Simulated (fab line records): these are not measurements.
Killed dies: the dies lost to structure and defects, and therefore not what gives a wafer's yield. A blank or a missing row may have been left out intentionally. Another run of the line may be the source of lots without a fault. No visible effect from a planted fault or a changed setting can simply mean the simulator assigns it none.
fab line records	flow n5_finfet
record: lots: 7	wafers: 21
route steps=1938 shown BEOL_M3@941 BEOL_M4@1047 BEOL_M5@1154
start_h: hours from the record's opening day to when the first of the lot's shown wafers began	wait_h: how many hours have passed since the lot's step before this one	" repeats the value in the row above	L1.1+2: several wafers, shown together as one row	- either no value or no given start	* or withheld: withheld	< > ~ a bound
route shown NAME@n: names a module that has steps shown in the file, with the first one's number in the route	usual: the fault-free wafers' mean and standard deviation	same: alike in all rows	chamber/n: place in a boat	sites: readings site by site	_std_site: how widely they spread, as a standard deviation	_edge_site: the outer-site mean with the inner-site mean subtracted	radius_mm: for every site, how far away it sits from the centre of the wafer	mask NAME#n: copy n	behind: the last tool/chamber to shape the wafer	hold: the reason the lot was held/the length of the hold in hours/how it ended	device: which transistor (n, p or np) failed to switch	end of line: at the end of the route, the tests of the same wafers	step lacking rows: just its recipe	killed: at the first sort, the dies lost to defects and structure; wafer yield is something else	map: per-die view of a wafer (x killed, . not killed, _ where there is no die)
set.NAME: setting as actually run; set.NAME@STEP: the setting as run at that earlier step	model.NAME: the simulator's own value behind a step, which no gauge read
lots where settings were altered on purpose, with a table for each step and a row for each wafer
== steps ==
step: N5_BEOL_M3_EXPOSE_08
recipe: mask_id: M3	na: 0.33	source_shape: dipole	sigma_inner: 0.369	sigma_outer: 0.767	polarization: unpolarized	dose_mj: 33
lot.wafer	tool	chamber	start_h	wait_h	mask	set.dose_mj
L076.2+3+6	euv_scanner-01	0	155.30	-	M3#0	33
L084.1+5+6	euv_scanner-02	0	224.40	-	M3#0	34.41
L088.1+4	euv_scanner-01	0	232.02	-	M3#0	31.48
L088.5	"	0	"	"	M3#0	33
L089.2+5+6	euv_scanner-01	0	240.01	-	M3#0	33
L090.3+6	euv_scanner-01	0	250.69	-	M3#0	31.29
L090.5	"	0	"	"	M3#0	33
L093.2+4+5	euv_scanner-02	0	267.93	-	M3#0	30.61
L094.2	euv_scanner-01	0	271.91	-	M3#0	33
L094.4+6	"	0	"	"	M3#0	30.68
step: N5_BEOL_M3_PEB_09
recipe: peb_temp_c: 100	peb_time_s: 60	resist: CAR-EUV
step: N5_BEOL_M3_DEVELOP_10
recipe: develop_time_s: 30	developer: TMAH	resist: CAR-EUV	rinse_liquid: surfactant_rinse	dry: air_spin	dev_temp_c: 23
step: N5_BEOL_M3_CD_MEAS_11
recipe: target_cd_nm: 17.05	landing_energy_ev: 500	detector: se_inlens	polarity: opening
usual: cd_nm: 17.10/0.27
lot.wafer	tool	chamber	start_h	wait_h	set.dose_mj@BEOL_M3_EXPOSE_08	cd_nm
L076.2	cd_sem-02	0	155.42	-	33	17.07
L076.3	"	0	"	"	33	16.92
L076.6	"	0	"	"	33	17.27
L084.1	cd_sem-02	0	224.53	-	34.41	18.04
L084.5	"	0	"	"	34.41	17.74
L084.6	"	0	"	"	34.41	17.82
L088.1	cd_sem-01	0	232.14	-	31.48	15.37
L088.4	"	0	"	"	31.48	16.55
L088.5	"	0	"	"	33	17.28
L089.2	cd_sem-02	0	240.13	-	33	16.66
L089.5	"	0	"	"	33	17.01
L089.6	"	0	"	"	33	16.69
L090.3	cd_sem-02	0	250.80	-	31.29	16.43
L090.5	"	0	"	"	33	17.57
L090.6	"	0	"	"	31.29	15.90
L093.2	cd_sem-02	0	268.05	-	30.61	15.78
L093.4	"	0	"	"	30.61	15.49
L093.5	"	0	"	"	30.61	15.63
L094.2	cd_sem-03	0	272.03	-	33	16.89
L094.4	"	0	"	"	30.68	15.38
L094.6	"	0	"	"	30.68	15.27
step: N5_BEOL_M3_DESCUM_16
recipe: chemistry: O2	time_s: 7	source_power_w: 50	bias_power_w: 20	pressure_mtorr: 20	rf_frequency_hz: 2.712e+07	temp_c: 40	resist: CAR-EUV	o2_flow_sccm: 225
step: N5_BEOL_M3_ETCH_74
recipe: chemistry: N2/H2	target: underlayer	target_depth_a: 65	mask_material: CAR-EUV	time_s: 5.2	ion_energy_ev: 200	pressure_mtorr: 30	source_w: 840	bias_w: 150	n2_flow_sccm: 200	h2_flow_sccm: 200	ends: cleared
lot.wafer	tool	chamber	start_h	wait_h	set.spin_rpm@BEOL_M3_COAT_73	set.dose_mj@BEOL_M3_EXPOSE_08	model.BEOL_M3.cd_offset_nm	model.etch.depth_nm
L076.2	rie_diel-06	3	155.57	0.0	1500	33	-0.2	5.002
L076.3	"	1	"	"	1500	33	0.2	5.001
L076.6	"	3	"	"	1500	33	0	5.005
L084.1	rie_diel-03	3	224.69	0.0	1381	34.41	0.8	5.213
L084.5	"	0	"	"	1500	34.41	0.6	5.035
L084.6	"	3	"	"	1381	34.41	0.8	5.225
L088.1	rie_diel-03	0	232.30	0.0	1426	31.48	-1	5.147
L088.4	"	3	"	"	1426	31.48	-1	5.151
L088.5	"	2	"	"	1500	33	0	4.998
L089.2	rie_diel-06	3	240.29	0.0	1500	33	-0.4	5.004
L089.5	"	0	"	"	1500	33	0	5.021
L089.6	"	3	"	"	1500	33	-0.4	5.005
L090.3	rie_diel-06	3	250.96	0.0	1500	31.29	-0.8	5.008
L090.5	"	3	"	"	1500	33	0.2	5.013
L090.6	"	0	"	"	1500	31.29	-0.6	5.009
L093.2	rie_diel-04	2	268.21	0.0	1500	30.61	-1.2	5.01
L093.4	"	3	"	"	1377	30.61	-1.2	5.222
L093.5	"	1	"	"	1500	30.61	-1	5.015
L094.2	rie_diel-03	0	273.00	0.0	1500	33	-0.2	5.003
L094.4	"	3	"	"	1500	30.68	-1.8	5.015
L094.6	"	1	"	"	1644	30.68	-1.6	4.764
step: N5_BEOL_M3_ETCH_63
recipe: chemistry: CF4	target: SiARC	target_depth_a: 156	mask_material: CAR-EUV	time_s: 26	ion_energy_ev: 80	pressure_mtorr: 40	source_w: 545	bias_w: 36	Ar_flow_sccm: 100	cf4_flow_sccm: 100	ends: cleared
lot.wafer	tool	chamber	start_h	wait_h	set.dose_mj@BEOL_M3_EXPOSE_08	model.BEOL_M3.cd_offset_nm
L076.2+3+6	rie_diel-06	3,1,3	155.59	0.0	33	0
L084.1+5	rie_diel-03	3,0	224.70	0.0	34.41	0.8
L084.6	"	3	"	"	34.41	0.6
L088.1+4	rie_diel-03	0,3	232.32	0.0	31.48	-1
L088.5	"	2	"	"	33	0
L089.2	rie_diel-06	3	240.31	0.0	33	-0.2
L089.5	"	0	"	"	33	0.2
L089.6	"	3	"	"	33	-0.4
L090.3	rie_diel-06	3	250.97	0.0	31.29	-0.8
L090.5	"	3	"	"	33	0.4
L090.6	"	0	"	"	31.29	-0.6
L093.2+4	rie_diel-04	2,3	268.22	0.0	30.61	-1.2
L093.5	"	1	"	"	30.61	-1
L094.2	rie_diel-03	0	273.02	0.0	33	0
L094.4	"	3	"	"	30.68	-2
L094.6	"	1	"	"	30.68	-1.6
step: N5_BEOL_M3_ETCH_64
recipe: chemistry: N2/H2	target: SOC	target_depth_a: 750	overetch_a: 150	mask_material: SiARC	temp_c: 40	time_s: 112.5	ion_energy_ev: 200	pressure_mtorr: 30	source_w: 840	bias_w: 150	n2_flow_sccm: 200	h2_flow_sccm: 200
lot.wafer	tool	chamber	start_h	wait_h	set.dose_mj@BEOL_M3_EXPOSE_08	model.BEOL_M3.cd_offset_nm
L076.2	rie_diel-06	3	155.62	0.0	33	-0.2
L076.3+6	"	1,3	"	"	33	0
L084.1+5+6	rie_diel-03	3,0,3	224.73	0.0	34.41	0.8
L088.1+4	rie_diel-03	0,3	232.35	0.0	31.48	-0.8
L088.5	"	2	"	"	33	0
L089.2	rie_diel-06	3	240.34	0.0	33	-0.4
L089.5	"	0	"	"	33	0
L089.6	"	3	"	"	33	-0.6
L090.3	rie_diel-06	3	251.00	0.0	31.29	-0.8
L090.5	"	3	"	"	33	0.2
L090.6	"	0	"	"	31.29	-0.6
L093.2+4	rie_diel-04	2,3	268.25	0.0	30.61	-1.2
L093.5	"	1	"	"	30.61	-1
L094.2	rie_diel-03	0	273.05	0.0	33	-0.2
L094.4	"	3	"	"	30.68	-1.8
L094.6	"	1	"	"	30.68	-2
step: N5_BEOL_M3_STRIP_65
recipe: chemistry: N2/H2	temp_c: 40	n2_flow_sccm: 200	h2_flow_sccm: 200	rf_frequency_hz: 6e+07
step: N5_BEOL_M3_STRIP_75
recipe: chemistry: N2/H2	temp_c: 40	n2_flow_sccm: 200	h2_flow_sccm: 200	rf_frequency_hz: 6e+07
step: N5_BEOL_M3_HM_OPEN_17
recipe: chemistry: Cl2/BCl3	target_depth_a: 200	overetch_a: 60	target: TiN	mask_material: SOC	ion_energy_ev: 150	pressure_mtorr: 10	icp_w: 1000	bias_w: 126	Cl2_flow_sccm: 53.25	bcl3_flow_sccm: 21.75	Ar_flow_sccm: 25
step: N5_BEOL_M3_STRIP_19
recipe: chemistry: O2	power_w: 400	temp_c: 40	pressure_mtorr: 30	rf_frequency_hz: 6e+07	bias_power_w: 0	overash_fraction: 0.2	o2_flow_sccm: 225
step: N5_BEOL_M3_CD_MEAS_18
recipe: pitch_nm: 36	target_cd_nm: 18
usual: cd_nm: 18.1/0.35
lot.wafer	tool	chamber	start_h	wait_h	set.dose_mj@BEOL_M3_EXPOSE_08	cd_nm
L076.2	cd_sem-02	-	155.97	0.1	33	17.7
L076.3	"	-	"	"	33	18.6
L076.6	"	-	"	"	33	18.1
L084.1	cd_sem-03	-	225.40	0.0	34.41	18.8
L084.5	"	-	"	"	34.41	19.0
L084.6	"	-	"	"	34.41	18.7
L088.1	cd_sem-01	-	232.70	0.0	31.48	16.9
L088.4	"	-	"	"	31.48	17.2
L088.5	"	-	"	"	33	18.3
L089.2	cd_sem-01	-	240.82	0.1	33	17.3
L089.5	"	-	"	"	33	18.3
L089.6	"	-	"	"	33	17.6
L090.3	cd_sem-03	-	251.35	0.1	31.29	17.0
L090.5	"	-	"	"	33	18.5
L090.6	"	-	"	"	31.29	17.2
L093.2	cd_sem-03	-	268.76	0.1	30.61	16.6
L093.4	"	-	"	"	30.61	16.4
L093.5	"	-	"	"	30.61	17.0
L094.2	cd_sem-02	-	273.54	0.1	33	17.9
L094.4	"	-	"	"	30.68	16.4
L094.6	"	-	"	"	30.68	16.0
step: N5_BEOL_M3_COAT_67
recipe: resist: SOC	temp_c: 250	time_s: 60	spin_rpm: 1500	resist_thk_nm: 60
step: N5_BEOL_M3_COAT_68
recipe: resist: SiARC	temp_c: 220	time_s: 60	spin_rpm: 1500	resist_thk_nm: 12
step: N5_BEOL_M3_PRECLEAN_42
recipe: chemistry: residue_remover	time_s: 60	temp_c: 40
step: N5_BEOL_M3_SRD_43
recipe: time_s: 30	temp_c: 23	rinse_liquid: diw	dry: ipa_marangoni
step: N5_BEOL_M3_CD_MEAS_35
recipe: target_cd_nm: 18	target_cd_y_nm: 21	polarity: opening
usual: cd_nm: 18.1/0.35
lot.wafer	tool	chamber	start_h	wait_h	set.dose_mj@BEOL_M3_EXPOSE_08	cd_nm
L076.2	cd_sem-02	-	159.47	0.0	33	17.7
L076.3	"	-	"	"	33	18.1
L076.6	"	-	"	"	33	17.7
L084.1	cd_sem-03	-	228.64	0.0	34.41	18.4
L084.5	"	-	"	"	34.41	18.7
L084.6	"	-	"	"	34.41	18.6
L088.1	cd_sem-03	-	236.42	0.0	31.48	17.3
L088.4	"	-	"	"	31.48	17.3
L088.5	"	-	"	"	33	18.4
L089.2	cd_sem-03	-	245.34	0.0	33	16.9
L089.5	"	-	"	"	33	18.1
L089.6	"	-	"	"	33	17.6
L090.3	cd_sem-01	-	259.53	0.0	31.29	17.0
L090.5	"	-	"	"	33	18.4
L090.6	"	-	"	"	31.29	17.4
L093.2	cd_sem-01	-	274.63	0.0	30.61	16.8
L093.4	"	-	"	"	30.61	16.6
L093.5	"	-	"	"	30.61	16.9
L094.2	cd_sem-03	-	277.25	0.0	33	18.0
L094.4	"	-	"	"	30.68	16.2
L094.6	"	-	"	"	30.68	16.2
step: N5_BEOL_M4_COAT_67
recipe: resist: SOC	temp_c: 250	time_s: 60	spin_rpm: 1500	resist_thk_nm: 60
lot.wafer	tool	chamber	start_h	wait_h	set.spin_rpm	model.SOC_of_BEOL_M4_COAT_67.thk_nm
L076.2+6	litho_track-03	0	168.35	0.0	1500	60.2
L076.3	"	0	"	"	1500	60
L084.1	litho_track-04	0	233.93	0.0	1500	60.2
L084.5	"	0	"	"	1381	62.8
L084.6	"	0	"	"	1381	62.6
L088.1	litho_track-01	0	242.27	0.0	1500	60
L088.4	"	0	"	"	1389	62.4
L088.5	"	0	"	"	1500	60.2
L089.2+5+6	litho_track-04	0	251.79	0.0	1500	60
L090.3	litho_track-04	0	266.38	0.0	1604	58
L090.5	"	0	"	"	1500	60.2
L090.6	"	0	"	"	1500	60
L093.2+4+5	litho_track-01	0	282.87	0.0	1500	60
L094.2	litho_track-03	0	283.98	0.0	1420	61.6
L094.4	"	0	"	"	1500	60
L094.6	"	0	"	"	1420	61.8
step: N5_BEOL_M4_COAT_68
recipe: resist: SiARC	temp_c: 220	time_s: 60	spin_rpm: 1500	resist_thk_nm: 12
lot.wafer	tool	chamber	start_h	wait_h	set.spin_rpm	model.SiARC_of_BEOL_M4_COAT_68.thk_nm
L076.2+3+6	litho_track-03	0	-	-	1558	11.8
L084.1+6	litho_track-04	0	-	-	1500	12
L084.5	"	0	"	"	1622	11.6
L088.1+5	litho_track-01	0	-	-	1500	12
L088.4	"	0	"	"	1581	11.8
L089.2+5+6	litho_track-04	0	-	-	1500	12
L090.3+5+6	litho_track-04	0	-	-	1500	12
L093.2	litho_track-01	0	-	-	1366	12.6
L093.4+5	"	0	"	"	1500	12
L094.2+4+6	litho_track-03	0	-	-	1500	12
step: N5_BEOL_M4_COAT_76
recipe: resist: underlayer	temp_c: 205	time_s: 60	spin_rpm: 1500	resist_thk_nm: 5
step: N5_BEOL_M4_COAT_22
recipe: resist: CAR-EUV	spin_rpm: 1500	resist_thk_nm: 30
step: N5_BEOL_M4_DESCUM_33
recipe: chemistry: O2	time_s: 7	source_power_w: 50	bias_power_w: 20	pressure_mtorr: 20	rf_frequency_hz: 2.712e+07	temp_c: 40	resist: CAR-EUV	o2_flow_sccm: 225
step: N5_BEOL_M4_ETCH_77
recipe: chemistry: N2/H2	target: underlayer	target_depth_a: 65	mask_material: CAR-EUV	time_s: 5.2	ion_energy_ev: 200	pressure_mtorr: 30	source_w: 840	bias_w: 150	n2_flow_sccm: 200	h2_flow_sccm: 200	ends: cleared
step: N5_BEOL_M4_ETCH_69
recipe: chemistry: CF4	target: SiARC	target_depth_a: 156	mask_material: CAR-EUV	time_s: 26	ion_energy_ev: 80	pressure_mtorr: 40	source_w: 545	bias_w: 36	Ar_flow_sccm: 100	cf4_flow_sccm: 100	ends: cleared
lot.wafer	tool	chamber	start_h	wait_h	set.spin_rpm@BEOL_M4_COAT_68	model.etch.depth_nm	model.CAR-EUV_of_BEOL_M4_COAT_22.thk_nm
L076.2	rie_diel-05	1	168.93	0.0	1558	11.86	11.4
L076.3	"	2	"	"	1558	11.8	11.2
L076.6	"	0	"	"	1558	11.82	11.2
L084.1	rie_diel-02	2	234.39	0.0	1500	11.97	11
L084.5	"	3	"	"	1622	11.53	11.6
L084.6	"	0	"	"	1500	11.96	11.2
L088.1	rie_diel-02	1	242.76	0.0	1500	12.02	11.2
L088.4	"	3	"	"	1581	11.71	11.4
L088.5	"	1	"	"	1500	12.05	11
L089.2	rie_diel-05	2	252.37	0.0	1500	12	11.2
L089.5	"	0	"	"	1500	12.01	11.2
L089.6	"	1	"	"	1500	12.03	11.2
L090.3	rie_diel-02	1	267.21	0.0	1500	12	11
L090.5	"	1	"	"	1500	11.98	11
L090.6	"	0	"	"	1500	11.97	11.2
L093.2	rie_diel-02	1	283.45	0.0	1366	12.57	10.6
L093.4+5	"	0	"	"	1500	12	11.2
L094.2+4+6	rie_diel-05	3,1,3	284.44	0.0	1500	11.99	11.4
step: N5_BEOL_M4_ALD_98
recipe: material: SiO2	target_thk_a: 25	temp_c: 100	ald_precursor_family: BDEAS	ald_co_reactant: O2-plasma	pulse_time_s: 1	co_reactant_pulse_time_s: 1	purge_time_s: 2	co_reactant_purge_time_s: 2	ald_cycles: 17	pressure_torr: 2
step: N5_BEOL_M4_ETCHBACK_99
recipe: chemistry: CHF3	target: SiO2	target_depth_a: 50	time_s: 10.4	source_w: 215	bias_w: 47	Ar_flow_sccm: 200	CHF3_flow_sccm: 12	ion_energy_ev: 100	pressure_mtorr: 30
lot.wafer	tool	chamber	start_h	wait_h	set.spin_rpm@BEOL_M4_COAT_68	model.CAR-EUV_of_BEOL_M4_COAT_22.thk_nm
L076.2+3+6	rie_diel-05	2,3,1	171.23	2.2	1558	10.6
L084.1+6	rie_diel-02	0,3	235.45	0.9	1500	10.4
L084.5	"	2	"	"	1622	10.8
L088.1+5	rie_diel-01	2,3	250.51	7.6	1500	10.4
L088.4	"	0	"	"	1581	10.8
L089.2+5+6	rie_diel-01	2,3,2	262.20	9.7	1500	10.4
L090.3	rie_diel-01	0	270.07	1.5	1500	10.2
L090.5+6	"	0,1	"	"	1500	10.4
L093.2	rie_diel-05	1	287.51	3.9	1366	9.8
L093.4+5	"	3,2	"	"	1500	10.4
L094.2+4+6	rie_diel-02	1,2,3	287.64	3.0	1500	10.6
step: N5_BEOL_M4_ETCH_70
recipe: chemistry: N2/H2	target: SOC	target_depth_a: 800	overetch_a: 240	mask_material: SiARC	temp_c: 40	time_s: 130	ion_energy_ev: 200	pressure_mtorr: 30	source_w: 840	bias_w: 150	n2_flow_sccm: 200	h2_flow_sccm: 200
lot.wafer	tool	chamber	start_h	wait_h	set.spin_rpm@BEOL_M4_COAT_67	model.etch.depth_nm
L076.2+6	rie_diel-05	2,1	171.26	0.0	1500	60.19
L076.3	"	3	"	"	1500	60.01
L084.1	rie_diel-02	0	235.49	0.0	1500	60.17
L084.5	"	2	"	"	1381	62.78
L084.6	"	3	"	"	1381	62.65
L088.1	rie_diel-01	2	250.55	0.0	1500	60.1
L088.4	"	0	"	"	1389	62.47
L088.5	"	3	"	"	1500	60.21
L089.2	rie_diel-01	2	262.23	0.0	1500	60.04
L089.5	"	3	"	"	1500	60.05
L089.6	"	2	"	"	1500	60.09
L090.3	rie_diel-01	0	270.11	0.0	1604	58.05
L090.5	"	0	"	"	1500	60.12
L090.6	"	1	"	"	1500	59.98
L093.2	rie_diel-05	1	287.55	0.0	1500	60.05
L093.4	"	3	"	"	1500	59.93
L093.5	"	2	"	"	1500	59.98
L094.2	rie_diel-02	1	287.67	0.0	1420	61.63
L094.4	"	2	"	"	1500	60.05
L094.6	"	3	"	"	1420	61.84
step: N5_BEOL_M4_STRIP_71
recipe: chemistry: N2/H2	temp_c: 40	n2_flow_sccm: 200	h2_flow_sccm: 200	rf_frequency_hz: 6e+07
step: N5_BEOL_M4_STRIP_78
recipe: chemistry: N2/H2	temp_c: 40	n2_flow_sccm: 200	h2_flow_sccm: 200	rf_frequency_hz: 6e+07
step: N5_BEOL_M4_VIA_ETCH_34
recipe: chemistry: C4F6/O2	target_depth_a: 694	mask_material: SOC	pressure_mtorr: 15	ion_energy_ev: 250	taper_deg: 4	time_s: 65.9	source_w: 350	bias_w: 170	Ar_flow_sccm: 300	C4F6_flow_sccm: 10	O2_flow_sccm: 10
lot.wafer	tool	chamber	start_h	wait_h	set.spin_rpm@BEOL_M4_COAT_67	model.SOC_of_BEOL_M4_COAT_67.thk_nm
L076.2	rie_diel-05	2	171.37	0.0	1500	52
L076.3+6	"	3,1	"	"	1500	51.8
L084.1	rie_diel-02	0	235.60	0.0	1500	52.2
L084.5	"	2	"	"	1381	54.6
L084.6	"	3	"	"	1381	54.4
L088.1	rie_diel-01	2	250.65	0.0	1500	52.2
L088.4	"	0	"	"	1389	54.4
L088.5	"	3	"	"	1500	52
L089.2+6	rie_diel-01	2	262.34	0.0	1500	52
L089.5	"	3	"	"	1500	51.6
L090.3	rie_diel-01	0	270.21	0.0	1604	49.8
L090.5	"	0	"	"	1500	51.8
L090.6	"	1	"	"	1500	51.6
L093.2	rie_diel-05	1	287.66	0.0	1500	52
L093.4+5	"	3,2	"	"	1500	51.8
L094.2+6	rie_diel-02	1,3	287.78	0.0	1420	53.4
L094.4	"	2	"	"	1500	51.8
step: N5_BEOL_M5_ETCH_68
recipe: chemistry: N2/H2	target: SOC	target_depth_a: 800	overetch_a: 160	mask_material: SiARC	temp_c: 40	time_s: 120	ion_energy_ev: 200	pressure_mtorr: 30	source_w: 840	bias_w: 150	n2_flow_sccm: 200	h2_flow_sccm: 200
usual: rf_vpp_V: 522.8/2.7
lot.wafer	tool	chamber	start_h	wait_h	set.bias_w	rf_vpp_V	model.SiARC_of_BEOL_M5_COAT_66.thk_nm
L076.2	rie_diel-06	0	181.39	0.0	150	526.4	6.4
L076.3	"	2	"	"	150	523.6	6.6
L076.6	"	3	"	"	125.2	468.9	7.8
L084.1	rie_diel-03	3	245.27	0.0	150	520.3	6.6
L084.5	"	1	"	"	150	524.2	6.4
L084.6	"	0	"	"	128.8	469.8	7.6
L088.1	rie_diel-06	3	260.45	0.0	170.8	571.0	5.8
L088.4	"	0	"	"	150	524.1	6.6
L088.5	"	2	"	"	150	521.9	6.6
L089.2	rie_diel-04	3	273.59	0.0	150	522.9	6.4
L089.5	"	2	"	"	150	523.6	6.6
L089.6	"	1	"	"	150	524.7	6.2
L090.3	rie_diel-03	3	281.36	0.0	150	519.7	6.6
L090.5	"	2	"	"	150	526.4	6.6
L090.6	"	3	"	"	150	521.1	6.6
L093.2	rie_diel-04	3	297.36	0.0	132.7	483.5	7.2
L093.4	"	0	"	"	150	519.9	6.2
L093.5	"	0	"	"	150	521.2	6.2
L094.2	rie_diel-04	1	297.81	0.0	150	524.3	6.4
L094.4	"	3	"	"	150	523.7	6.4
L094.6	"	2	"	"	150	522.1	6.6
step: N5_BEOL_M5_ETCH_41
recipe: chemistry: CH3F/O2	target: SiCN	target_depth_a: 315	taper_deg: 2	time_s: 56.7	ion_energy_ev: 120	mask_material: TiN	pressure_mtorr: 30	source_w: 395	bias_w: 75	Ar_flow_sccm: 150	CH3F_flow_sccm: 30	O2_flow_sccm: 20
usual: rf_vpp_V: 296.6/1.6
lot.wafer	tool	chamber	start_h	wait_h	set.source_w	rf_vpp_V
L076.2	rie_diel-06	0	-	-	395	296.5
L076.3	"	2	"	"	395	298.2
L076.6	"	3	"	"	433.5	288.6
L084.1	rie_diel-03	3	-	-	395	296.4
L084.5	"	1	"	"	342.7	310.1
L084.6	"	0	"	"	395	293.7
L088.1	rie_diel-06	3	-	-	395	297.8
L088.4	"	0	"	"	395	297.0
L088.5	"	2	"	"	395	295.7
L089.2	rie_diel-04	3	-	-	395	296.7
L089.5	"	2	"	"	395	296.0
L089.6	"	1	"	"	395	297.8
L090.3	rie_diel-03	3	-	-	356.3	305.9
L090.5	"	2	"	"	356.3	308.6
L090.6	"	3	"	"	395	295.4
L093.2	rie_diel-04	3	-	-	412.9	293.8
L093.4	"	0	"	"	412.9	289.8
L093.5	"	0	"	"	395	296.1
L094.2	rie_diel-04	1	-	-	395	297.6
L094.4	"	3	"	"	395	296.2
L094.6	"	2	"	"	395	296.1
== key ==
split: step: N5_BEOL_M3_EXPOSE_08	setting: dose_mj	stated: 33	by: wafer
response: step: N5_BEOL_M3_CD_MEAS_11	reading: cd_nm	change: +0.25	per: 1%	r: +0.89
response: step: N5_BEOL_M3_ETCH_74	reading: model.BEOL_M3.cd_offset_nm	change: +0.203	per: 1%	r: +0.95
response: step: N5_BEOL_M3_ETCH_63	reading: model.BEOL_M3.cd_offset_nm	change: +0.236	per: 1%	r: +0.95
response: step: N5_BEOL_M3_ETCH_64	reading: model.BEOL_M3.cd_offset_nm	change: +0.208	per: 1%	r: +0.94
response: step: N5_BEOL_M3_CD_MEAS_18	reading: cd_nm	change: +0.256	per: 1%	r: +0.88
response: step: N5_BEOL_M3_CD_MEAS_35	reading: cd_nm	change: +0.247	per: 1%	r: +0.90
split: step: N5_BEOL_M4_COAT_67	setting: spin_rpm	stated: 1500	by: wafer
response: step: N5_BEOL_M4_COAT_67	reading: model.SOC_of_BEOL_M4_COAT_67.thk_nm	change: -0.311	per: 1%	r: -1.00
response: step: N5_BEOL_M4_ETCH_70	reading: model.etch.depth_nm	change: -0.31	per: 1%	r: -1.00
response: step: N5_BEOL_M4_VIA_ETCH_34	reading: model.SOC_of_BEOL_M4_COAT_67.thk_nm	change: -0.293	per: 1%	r: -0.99
split: step: N5_BEOL_M4_COAT_68	setting: spin_rpm	stated: 1500	by: wafer
response: step: N5_BEOL_M4_COAT_68	reading: model.SiARC_of_BEOL_M4_COAT_68.thk_nm	change: -0.0554	per: 1%	r: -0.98
response: step: N5_BEOL_M4_ETCH_69	reading: model.etch.depth_nm	change: -0.0594	per: 1%	r: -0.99
response: step: N5_BEOL_M4_ETCH_69	reading: model.CAR-EUV_of_BEOL_M4_COAT_22.thk_nm	change: +0.0631	per: 1%	r: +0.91
response: step: N5_BEOL_M4_ETCHBACK_99	reading: model.CAR-EUV_of_BEOL_M4_COAT_22.thk_nm	change: +0.0615	per: 1%	r: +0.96
split: step: N5_BEOL_M5_ETCH_68	setting: bias_w	stated: 150	by: wafer
response: step: N5_BEOL_M5_ETCH_68	reading: rf_vpp_V	change: +3.46	per: 1%	r: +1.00
response: step: N5_BEOL_M5_ETCH_68	reading: model.SiARC_of_BEOL_M5_COAT_66.thk_nm	change: -0.0747	per: 1%	r: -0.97
split: step: N5_BEOL_M5_ETCH_41	setting: source_w	stated: 395	by: wafer
response: step: N5_BEOL_M5_ETCH_41	reading: rf_vpp_V	change: -1.09	per: 1%	r: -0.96
split outside_this_file step=N5_BEOL_M3_COAT_73 setting=spin_rpm
split outside_this_file: this setting was split too, and the file shows its column; the key of that split is in another file
